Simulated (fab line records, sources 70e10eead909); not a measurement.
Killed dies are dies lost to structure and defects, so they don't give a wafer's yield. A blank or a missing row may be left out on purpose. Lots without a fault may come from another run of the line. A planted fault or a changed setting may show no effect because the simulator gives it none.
A struck lot beside a sound one | flow nand_harc | 15 steps out of a route of 1302
Sound: wafers L502.1, L502.2, L502.5. Struck: wafer L510.2. (L510.1, L510.5 of the same lot were not struck and are left out.) The cause comes at the end.
At each step with rows: each side's tool, then ch and its chambers, then its first start. Under that, the readings that differ: sound wafers | struck wafers | difference of the means | sigmas: that difference in standard deviations of wafers without a fault.
alike: readings whose means differ by less than 2 such deviations, and words and numbers that are the same on both sides. not compared: withheld readings, readings that some wafer has no value for, bounds like >300 that may hide the same value, and numbers for which the record gives no deviation and whose values overlap.
The two part at a step that has a row with sigmas, a row that says differs or no value, or rows on one side only. Numbers that don't overlap but have no deviation are shown without sigmas and don't part them. A reading that every wafer of one side lacks parts them only if that side has two wafers or more.

first, 6 steps without rows for these wafers: NHARC_A_DECK1_JOINT_CVD_34 (deposits SiNx, target thk 20 nm); NHARC_A_DECK1_JOINT_DEP_06 (deposits SiOx, target thk 80 nm); NHARC_A_DECK1_JOINT_CURE_26 (time 32 s); NHARC_A_DECK1_JOINT_ANNEAL_27 (time 3600 s); NHARC_A_DECK1_JOINT_ANNEAL_28 (time 1800 s); NHARC_A_DECK1_JOINT_ANNEAL_29 (time 1800 s).
NHARC_A_DECK1_JOINT_CMP_02: polishes SiOx.
  sound on cmp-02 ch 0,1, day 13 22:48; struck on cmp-02 ch 3, day 17 06:47
  reading             | sound          | struck | difference | sigmas
  motor_current_A (A) | 12.4 11.9 12.7 | 14.1   | +1.8       | +2
  alike: edge_zone_pressure_frac
then, 1 step without rows for these wafers: NHARC_A_DECK1_JOINT_SRD_15.
NHARC_A_DECK1_JOINT_DEP_16: deposits SiO2, target thk 45 nm.
  sound on pecvd-02 ch 0,1, day 13 23:11; struck on pecvd-02 ch 2, day 17 07:10
  alike: heater_power_w, throttle_valve_pct
  not compared: since_wet_clean_h
NHARC_A_DECK1_JOINT_THK_MEAS_17: measures by ellipsometry.
  sound on film_metro-02, day 13 23:28; struck on film_metro-01, day 17 07:26
  alike: thk_nm
NHARC_A_DECK1_JOINT_INSPECT_05:
  sound on defect_inspect-02, day 13 23:30; struck on defect_inspect-02, day 17 07:28
  alike: raw_defect_count
NHARC_A_ONON_D2_DEP_00: target thk 1000 nm.
  sound on pecvd_onon-04 ch 0, day 13 23:34; struck on pecvd_onon-01 ch 0, day 17 07:32
NHARC_A_ONON_D2_THK_MEAS_02: measures by ellipsometry.
  sound on film_metro-01, day 14 00:04; struck on film_metro-02, day 17 08:04
  reading     | sound          | struck | difference | sigmas
  thk_nm (nm) | 1006 1006 1007 | 1557   | +551       | +63
then, 1 step without rows for these wafers: NHARC_A_ONON_D2_DEP_03 (target thk 1000 nm).
-- the record jumps here: 12 days lie between the struck wafers' starts before and after (it left off in module A_ONON_D2 and takes up again in module END, whose first step shown is number 1302 of the route) --
NHARC_END_SORT_01:
  sound on prober-01 ch 0, day 26 05:55; struck on prober-01 ch 0, day 29 18:15
  reading         | sound    | struck | difference | sigmas
  killed_at_array | 77 82 80 | 675    | +595       | +31
  killed_dies     | 77 84 84 | 677    | +595       | +31
  alike: killed_at_other, killed_at_periphery, killed_open, killed_short

WHERE THEY PART
First at NHARC_A_DECK1_JOINT_CMP_02; last, within this record, at NHARC_END_SORT_01.

WHY: what the simulator had put in
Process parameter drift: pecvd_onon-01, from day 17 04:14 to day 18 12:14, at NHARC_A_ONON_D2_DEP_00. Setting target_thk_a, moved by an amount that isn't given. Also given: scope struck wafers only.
